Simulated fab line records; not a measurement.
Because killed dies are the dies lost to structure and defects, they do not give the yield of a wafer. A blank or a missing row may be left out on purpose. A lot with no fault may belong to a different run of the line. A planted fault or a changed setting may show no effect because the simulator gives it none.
fab line records / flow n5_finfet
record lots=4 wafers=12 last_day=16
route steps=1938 shown WELL_APT@38 PMOS_HMC_CHANNEL_EPI@57 BEOL_M4@1111
lots untouched by any fault: they come from a run of this same line in which no faults occurred
start_h: start of the lot's first displayed wafer, in hours after the record's first day / wait_h: hours since the lot's step before / " repeats the value in the row above / L1.1+2: a single row standing in for several wafers / - either no value or no given start / * or withheld: withheld / < > ~ a bound
route shown NAME@n: names a module that has steps shown in the file, with the first one's number in the route / usual: mean and standard deviation over wafers with no fault / same: alike in all rows / chamber/n: place in a boat / sites: each site's reading / _std_site: how widely they spread, as a standard deviation / _edge_site: outer sites' mean less inner sites' / radius_mm: for every site, how far away it sits from the centre of the wafer / mask NAME#n: copy n / behind: the last tool/chamber to shape the wafer / hold: cause of the lot's hold/its duration in hours/its outcome / device: transistor that didn't switch, given as n, p or np / end of line: at the end of the route, the tests of the same wafers / a step without rows: its recipe alone / killed: dies lost to structure and defects at the first sort, not the wafer's yield / map: dies across one wafer; x = killed, . = not, _ = none there
set.NAME: setting as actually run; set.NAME@STEP: the setting as run at that earlier step / model.NAME: the simulator's own value behind a step, which no gauge read
lots seen at some steps along the route; tables by step, rows by wafer
## steps
# step N5_WELL_APT_SOFTBAKE_20
# recipe temp_c=130 time_s=60
# step N5_WELL_APT_EXPOSE_22
# recipe mask_id=PWELL na=0.8 source_shape=conventional sigma_outer=0.8 polarization=unpolarized defocus_nm=0 target_cd_nm=200 dose_mj=23.2
# step N5_WELL_APT_PEB_23
# recipe peb_temp_c=130 peb_time_s=90
# step N5_WELL_APT_DEVELOP_24
# recipe develop_time_s=45 rinse_liquid=surfactant_rinse dry=air_spin dev_temp_c=21
# step N5_WELL_APT_HARDBAKE_29
# recipe temp_c=130 time_s=120
# step N5_WELL_APT_DESCUM_30
# recipe chemistry=O2 time_s=7.9 source_power_w=50 bias_power_w=20 pressure_mtorr=20 rf_frequency_hz=2.712e+07 temp_c=40 o2_flow_sccm=225
# step N5_WELL_APT_IMPLANT_31
# recipe species=B energy_kev=60 dose_cm2=1.5e+13 tilt_deg=0 rotation_deg=0
# step N5_WELL_APT_IMPLANT_32
# recipe species=BF2 energy_kev=50 dose_cm2=2e+13 tilt_deg=0 rotation_deg=0
# step N5_WELL_APT_STRIP_33
# recipe chemistry=SPM time_s=900 temp_c=130 h2so4_h2o2_vol_ratio=4 dry=ipa_marangoni
# step N5_WELL_APT_RTA_34
# recipe temp_c=1000 time_s=10 ambient=N2 idle_temp_c=600 ramp_up_c_per_s=150 ramp_down_c_per_s=60 cool_to_c=600
# usual lamp_power_pct=13.01/0.057 lamp_zone_1_pct=13.00/0.031 lamp_zone_2_pct=12.99/0.031 lamp_zone_3_pct=13.000/0.028 lamp_zone_4_pct=12.99/0.034 lamp_zone_5_pct=13.00/0.034 lamp_zone_6_pct=12.92/0.034 lamp_zone_7_pct=13.42/0.032 wafer_temp_C_max=1003.6/1
lot.wafer=L850.1 tool=rtp_anneal-01 chamber=0 start_h=45.67 wait_h=0.0 lamp_power_pct=13.10 lamp_zone_1_pct=13.01 lamp_zone_2_pct=13.01 lamp_zone_3_pct=12.985 lamp_zone_4_pct=13.01 lamp_zone_5_pct=12.98 lamp_zone_6_pct=12.96 lamp_zone_7_pct=13.41 wafer_temp_C_max=1003.2
lot.wafer=L850.4 tool=rtp_anneal-01 chamber=0 start_h=45.67 wait_h=0.0 lamp_power_pct=13.08 lamp_zone_1_pct=12.95 lamp_zone_2_pct=13.02 lamp_zone_3_pct=13.052 lamp_zone_4_pct=12.99 lamp_zone_5_pct=13.01 lamp_zone_6_pct=12.93 lamp_zone_7_pct=13.39 wafer_temp_C_max=1003.6
lot.wafer=L850.6 tool=rtp_anneal-01 chamber=0 start_h=45.67 wait_h=0.0 lamp_power_pct=13.11 lamp_zone_1_pct=12.96 lamp_zone_2_pct=13.02 lamp_zone_3_pct=12.979 lamp_zone_4_pct=13.02 lamp_zone_5_pct=13.02 lamp_zone_6_pct=12.95 lamp_zone_7_pct=13.41 wafer_temp_C_max=1003.7
lot.wafer=L854.2 tool=rtp_anneal-01 chamber=0 start_h=70.93 wait_h=0.0 lamp_power_pct=12.13 lamp_zone_1_pct=12.01 lamp_zone_2_pct=12.01 lamp_zone_3_pct=12.015 lamp_zone_4_pct=12.03 lamp_zone_5_pct=12.08 lamp_zone_6_pct=12.00 lamp_zone_7_pct=12.47 wafer_temp_C_max=1001.4
lot.wafer=L854.4 tool=rtp_anneal-01 chamber=0 start_h=70.93 wait_h=0.0 lamp_power_pct=12.09 lamp_zone_1_pct=12.06 lamp_zone_2_pct=12.08 lamp_zone_3_pct=12.072 lamp_zone_4_pct=12.04 lamp_zone_5_pct=12.00 lamp_zone_6_pct=12.00 lamp_zone_7_pct=12.49 wafer_temp_C_max=1003.1
lot.wafer=L854.6 tool=rtp_anneal-01 chamber=0 start_h=70.93 wait_h=0.0 lamp_power_pct=12.01 lamp_zone_1_pct=12.06 lamp_zone_2_pct=12.09 lamp_zone_3_pct=12.053 lamp_zone_4_pct=12.05 lamp_zone_5_pct=12.03 lamp_zone_6_pct=11.98 lamp_zone_7_pct=12.46 wafer_temp_C_max=1002.9
lot.wafer=L855.2 tool=rtp_anneal-01 chamber=0 start_h=77.12 wait_h=0.0 lamp_power_pct=12.12 lamp_zone_1_pct=12.00 lamp_zone_2_pct=12.09 lamp_zone_3_pct=12.081 lamp_zone_4_pct=12.03 lamp_zone_5_pct=12.07 lamp_zone_6_pct=11.96 lamp_zone_7_pct=12.47 wafer_temp_C_max=1004.3
lot.wafer=L855.4 tool=rtp_anneal-01 chamber=0 start_h=77.12 wait_h=0.0 lamp_power_pct=12.01 lamp_zone_1_pct=12.03 lamp_zone_2_pct=12.04 lamp_zone_3_pct=12.087 lamp_zone_4_pct=12.05 lamp_zone_5_pct=11.97 lamp_zone_6_pct=11.95 lamp_zone_7_pct=12.50 wafer_temp_C_max=1002.3
lot.wafer=L855.6 tool=rtp_anneal-01 chamber=0 start_h=77.12 wait_h=0.0 lamp_power_pct=12.01 lamp_zone_1_pct=12.00 lamp_zone_2_pct=12.06 lamp_zone_3_pct=12.030 lamp_zone_4_pct=12.02 lamp_zone_5_pct=12.01 lamp_zone_6_pct=11.97 lamp_zone_7_pct=12.42 wafer_temp_C_max=1002.8
lot.wafer=L863.2 tool=rtp_anneal-02 chamber=0 start_h=124.14 wait_h=0.2 lamp_power_pct=13.06 lamp_zone_1_pct=13.01 lamp_zone_2_pct=12.99 lamp_zone_3_pct=12.972 lamp_zone_4_pct=12.93 lamp_zone_5_pct=12.98 lamp_zone_6_pct=12.93 lamp_zone_7_pct=13.46 wafer_temp_C_max=1002.0
lot.wafer=L863.3 tool=rtp_anneal-02 chamber=0 start_h=124.14 wait_h=0.2 lamp_power_pct=12.95 lamp_zone_1_pct=13.01 lamp_zone_2_pct=12.98 lamp_zone_3_pct=12.994 lamp_zone_4_pct=13.02 lamp_zone_5_pct=12.99 lamp_zone_6_pct=12.89 lamp_zone_7_pct=13.46 wafer_temp_C_max=1004.1
lot.wafer=L863.6 tool=rtp_anneal-02 chamber=0 start_h=124.14 wait_h=0.2 lamp_power_pct=12.95 lamp_zone_1_pct=13.00 lamp_zone_2_pct=12.99 lamp_zone_3_pct=12.923 lamp_zone_4_pct=13.02 lamp_zone_5_pct=13.07 lamp_zone_6_pct=12.85 lamp_zone_7_pct=13.38 wafer_temp_C_max=1002.7
# step N5_WELL_APT_OXIDE_STRIP_42
# recipe chemistry=dHF dilution=25:1 time_s=45 temp_c=25 target=SiO2 target_depth_a=120
# step N5_WELL_APT_PRECLEAN_36
# recipe chemistry=O3/DIW time_s=45 temp_c=22 o3_ppm=10
# step N5_WELL_APT_PRECLEAN_39
# recipe chemistry=dHF time_s=60 dilution=150:1 temp_c=25
# step N5_WELL_APT_SRD_37
# recipe dry=ipa_marangoni do_ppb=5 time_s=30 temp_c=23 rinse_liquid=diw
# step N5_WELL_APT_EPI_41
# recipe material=Si target_thk_a=500 temp_c=650 precursor=SiH4/H2 pressure_torr=20 time_s=297.7
# step N5_PMOS_HMC_CHANNEL_EPI_HM_DEP_34
# recipe material=SiO2 target_thk_a=360 temp_c=400 precursor=TEOS/O2 pressure_torr=6.5 rf_w=900 teos_flow_sccm=161.4 gas=O2 flow_sccm=2650 time_s=6.9
# step N5_PMOS_HMC_CHANNEL_EPI_COAT_31
# recipe resist=BARC temp_c=205 time_s=60 spin_rpm=1500 resist_thk_nm=66
# step N5_PMOS_HMC_CHANNEL_EPI_COAT_03
# recipe resist=CAR-ArF-block spin_rpm=1500 resist_thk_nm=205
# step N5_PMOS_HMC_CHANNEL_EPI_EBR_05
# recipe solvent=PGMEA ebr_width_mm=1.5
# step N5_PMOS_HMC_CHANNEL_EPI_SOFTBAKE_04
# recipe temp_c=110 time_s=60 resist=CAR-ArF-block
# step N5_PMOS_HMC_CHANNEL_EPI_EXPOSE_06
# recipe mask_id=PMOS_HMC_BLK na=1.35 source_shape=conventional sigma_outer=0.8 polarization=unpolarized target_cd_nm=240 dose_mj=41
# step N5_PMOS_HMC_CHANNEL_EPI_PEB_07
# recipe peb_temp_c=110 peb_time_s=60 resist=CAR-ArF-block
# step N5_PMOS_HMC_CHANNEL_EPI_DEVELOP_08
# recipe develop_time_s=30 developer=TMAH resist=CAR-ArF-block dev_temp_c=23 rinse_liquid=diw dry=air_spin
# step N5_PMOS_HMC_CHANNEL_EPI_DESCUM_14
# recipe chemistry=O2 time_s=7.9 source_power_w=50 bias_power_w=20 pressure_mtorr=20 rf_frequency_hz=2.712e+07 temp_c=40 resist=CAR-ArF-block o2_flow_sccm=225
# step N5_PMOS_HMC_CHANNEL_EPI_ETCH_32
# recipe chemistry=N2/H2 target=BARC stop_on=SiO2 target_depth_a=858 over_etch_frac=0.3 time_s=50.3 ion_energy_ev=200 mask_material=CAR-ArF-block pressure_mtorr=30 source_w=840 bias_w=150 n2_flow_sccm=200 h2_flow_sccm=200
# step N5_PMOS_HMC_CHANNEL_EPI_HM_OPEN_15
# recipe chemistry=CHF3/O2 target=SiO2 mask_material=CAR-ArF-block target_depth_a=406 CHF3_flow_sccm=50 O2_flow_sccm=5 Ar_flow_sccm=200 time_s=20.3 pressure_mtorr=30 source_w=650 bias_w=170 ion_energy_ev=200
# step N5_PMOS_HMC_CHANNEL_EPI_STRIP_33
# recipe chemistry=N2/H2 power_w=500 temp_c=40 pressure_mtorr=50 rf_frequency_hz=6e+07 overash_fraction=0.3 bias_power_w=8 h2_frac=0.5 n2_flow_sccm=300 h2_flow_sccm=300
# step N5_PMOS_HMC_CHANNEL_EPI_STRIP_17
# recipe chemistry=SPM time_s=750 temp_c=130 h2so4_h2o2_vol_ratio=4 dry=ipa_marangoni
# step N5_PMOS_HMC_CHANNEL_EPI_ETCH_38
# recipe chemistry=CF4 target=SiO2 target_depth_a=15 ion_energy_ev=350 pressure_mtorr=10 icp_w=800 bias_w=400 cf4_flow_sccm=80
# step N5_PMOS_HMC_CHANNEL_EPI_FIN_RECESS_16
# recipe chemistry=HBr/Cl2 target=Si mask_material=SiO2 target_depth_a=540 time_s=18 pressure_mtorr=10 icp_w=800 bias_w=75 HBr_flow_sccm=150 Cl2_flow_sccm=80
# step N5_PMOS_HMC_CHANNEL_EPI_PRECLEAN_36
# recipe chemistry=O3/DIW time_s=45 temp_c=22 o3_ppm=10
# step N5_PMOS_HMC_CHANNEL_EPI_PRECLEAN_18
# recipe chemistry=DHF time_s=30 temp_c=25 dilution=withheld
# step N5_PMOS_HMC_CHANNEL_EPI_SRD_19
# recipe dry=ipa_marangoni do_ppb=5 time_s=30 temp_c=23 rinse_liquid=diw
# step N5_PMOS_HMC_CHANNEL_EPI_EPI_20
# recipe material=SiGe30 mask_material=SiO2 pressure_torr=20 target_thk_a=590 temp_c=600
# step N5_PMOS_HMC_CHANNEL_EPI_HM_STRIP_35
# recipe chemistry=dHF temp_c=25 material=SiO2 target=SiO2 target_depth_a=396 time_s=216
# step N5_BEOL_M4_RC_MEAS_101
# usual DIBL_N=36.3/1.2 DIBL_P=36.7/1.5 IOFF_N=0.164/0.02 IOFF_N_LONG=5.57e-05/1.9e-06 IOFF_P=0.214/0.024 ION_N=673/8.5 ION_P=461/5.9 SS_N=71.6/0.44 SS_P=73.3/0.55 VT_N=249.4/2.4 VT_P=-250.0/2.3
lot.wafer=L850.1 tool=prober-01 chamber=0 start_h=205.52 wait_h=0.0 DIBL_N[mV/V]=36.2 DIBL_P[mV/V]=36.5 IOFF_N[nA/um]=0.157 IOFF_N_LONG[nA/um]=5.69e-05 IOFF_P[nA/um]=0.238 ION_N[uA/um]=679 ION_P[uA/um]=466 SS_N[mV/dec]=71.6 SS_P[mV/dec]=73.2 VT_N[mV]=245.6 VT_P[mV]=-245.9
lot.wafer=L850.4 tool=prober-01 chamber=0 start_h=205.52 wait_h=0.0 DIBL_N[mV/V]=36.4 DIBL_P[mV/V]=36.6 IOFF_N[nA/um]=0.157 IOFF_N_LONG[nA/um]=5.53e-05 IOFF_P[nA/um]=0.240 ION_N[uA/um]=678 ION_P[uA/um]=471 SS_N[mV/dec]=71.6 SS_P[mV/dec]=73.6 VT_N[mV]=247.3 VT_P[mV]=-247.6
lot.wafer=L850.6 tool=prober-01 chamber=0 start_h=205.52 wait_h=0.0 DIBL_N[mV/V]=39.1 DIBL_P[mV/V]=39.8 IOFF_N[nA/um]=0.214 IOFF_N_LONG[nA/um]=5.67e-05 IOFF_P[nA/um]=0.295 ION_N[uA/um]=692 ION_P[uA/um]=475 SS_N[mV/dec]=72.5 SS_P[mV/dec]=73.6 VT_N[mV]=248.0 VT_P[mV]=-244.1
lot.wafer=L855.2 tool=prober-01 chamber=0 start_h=230.68 wait_h=0.2 DIBL_N[mV/V]=35.4 DIBL_P[mV/V]=35.1 IOFF_N[nA/um]=0.156 IOFF_N_LONG[nA/um]=6.42e-05 IOFF_P[nA/um]=0.194 ION_N[uA/um]=666 ION_P[uA/um]=459 SS_N[mV/dec]=71.5 SS_P[mV/dec]=73.0 VT_N[mV]=250.2 VT_P[mV]=-248.9
lot.wafer=L855.4 tool=prober-01 chamber=0 start_h=230.68 wait_h=0.2 DIBL_N[mV/V]=37.0 DIBL_P[mV/V]=37.1 IOFF_N[nA/um]=0.196 IOFF_N_LONG[nA/um]=6.54e-05 IOFF_P[nA/um]=0.226 ION_N[uA/um]=684 ION_P[uA/um]=461 SS_N[mV/dec]=72.0 SS_P[mV/dec]=73.9 VT_N[mV]=244.0 VT_P[mV]=-252.1
lot.wafer=L855.6 tool=prober-01 chamber=0 start_h=230.68 wait_h=0.2 DIBL_N[mV/V]=36.7 DIBL_P[mV/V]=36.8 IOFF_N[nA/um]=0.186 IOFF_N_LONG[nA/um]=6.61e-05 IOFF_P[nA/um]=0.221 ION_N[uA/um]=677 ION_P[uA/um]=466 SS_N[mV/dec]=71.7 SS_P[mV/dec]=73.5 VT_N[mV]=245.8 VT_P[mV]=-250.5
lot.wafer=L854.2 tool=prober-01 chamber=0 start_h=232.39 wait_h=0.2 DIBL_N[mV/V]=37.4 DIBL_P[mV/V]=38.2 IOFF_N[nA/um]=0.176 IOFF_N_LONG[nA/um]=6.32e-05 IOFF_P[nA/um]=0.252 ION_N[uA/um]=672 ION_P[uA/um]=466 SS_N[mV/dec]=72.1 SS_P[mV/dec]=73.2 VT_N[mV]=248.4 VT_P[mV]=-246.0
lot.wafer=L854.4 tool=prober-01 chamber=0 start_h=232.39 wait_h=0.2 DIBL_N[mV/V]=36.3 DIBL_P[mV/V]=37.4 IOFF_N[nA/um]=0.159 IOFF_N_LONG[nA/um]=6.32e-05 IOFF_P[nA/um]=0.227 ION_N[uA/um]=662 ION_P[uA/um]=459 SS_N[mV/dec]=71.9 SS_P[mV/dec]=73.2 VT_N[mV]=248.9 VT_P[mV]=-250.1
lot.wafer=L854.6 tool=prober-01 chamber=0 start_h=232.39 wait_h=0.2 DIBL_N[mV/V]=37.3 DIBL_P[mV/V]=38.4 IOFF_N[nA/um]=0.179 IOFF_N_LONG[nA/um]=6.3e-05 IOFF_P[nA/um]=0.253 ION_N[uA/um]=676 ION_P[uA/um]=465 SS_N[mV/dec]=71.8 SS_P[mV/dec]=74.4 VT_N[mV]=247.0 VT_P[mV]=-246.8
lot.wafer=L863.2 tool=prober-01 chamber=0 start_h=281.12 wait_h=0.2 DIBL_N[mV/V]=35.2 DIBL_P[mV/V]=37.4 IOFF_N[nA/um]=0.164 IOFF_N_LONG[nA/um]=5.71e-05 IOFF_P[nA/um]=0.210 ION_N[uA/um]=682 ION_P[uA/um]=464 SS_N[mV/dec]=71.4 SS_P[mV/dec]=72.5 VT_N[mV]=247.2 VT_P[mV]=-249.2
lot.wafer=L863.3 tool=prober-01 chamber=0 start_h=281.12 wait_h=0.2 DIBL_N[mV/V]=33.8 DIBL_P[mV/V]=35.5 IOFF_N[nA/um]=0.130 IOFF_N_LONG[nA/um]=5.6e-05 IOFF_P[nA/um]=0.181 ION_N[uA/um]=660 ION_P[uA/um]=456 SS_N[mV/dec]=71.2 SS_P[mV/dec]=71.9 VT_N[mV]=252.8 VT_P[mV]=-249.8
lot.wafer=L863.6 tool=prober-01 chamber=0 start_h=281.12 wait_h=0.2 DIBL_N[mV/V]=34.3 DIBL_P[mV/V]=36.2 IOFF_N[nA/um]=0.150 IOFF_N_LONG[nA/um]=5.64e-05 IOFF_P[nA/um]=0.189 ION_N[uA/um]=668 ION_P[uA/um]=453 SS_N[mV/dec]=71.1 SS_P[mV/dec]=72.4 VT_N[mV]=249.9 VT_P[mV]=-252.0
## key
first_sign step=N5_WELL_APT_RTA_34 reading=lamp_zone_3_pct direction=down sigmas=34 usual=* struck=*
effect step=N5_WELL_APT_RTA_34 reading=lamp_zone_1_pct direction=down sigmas=32 usual=* struck=*
effect step=N5_BEOL_M4_RC_MEAS_101 reading=IOFF_N_LONG direction=up sigmas=4.5 usual=5.57e-05 struck=6.42e-05
met_at N5_WELL_APT_RTA_34
struck_wafers L854.2,L854.4,L854.6,L855.2,L855.4,L855.6
onset_between 45.67 70.93
fault kind=process_parameter_drift tool=rtp_anneal-01 chamber=- onset_h=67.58 steps=N5_WELL_APT_RTA_34 channel=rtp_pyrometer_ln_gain offset=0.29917 shape=step end_h=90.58
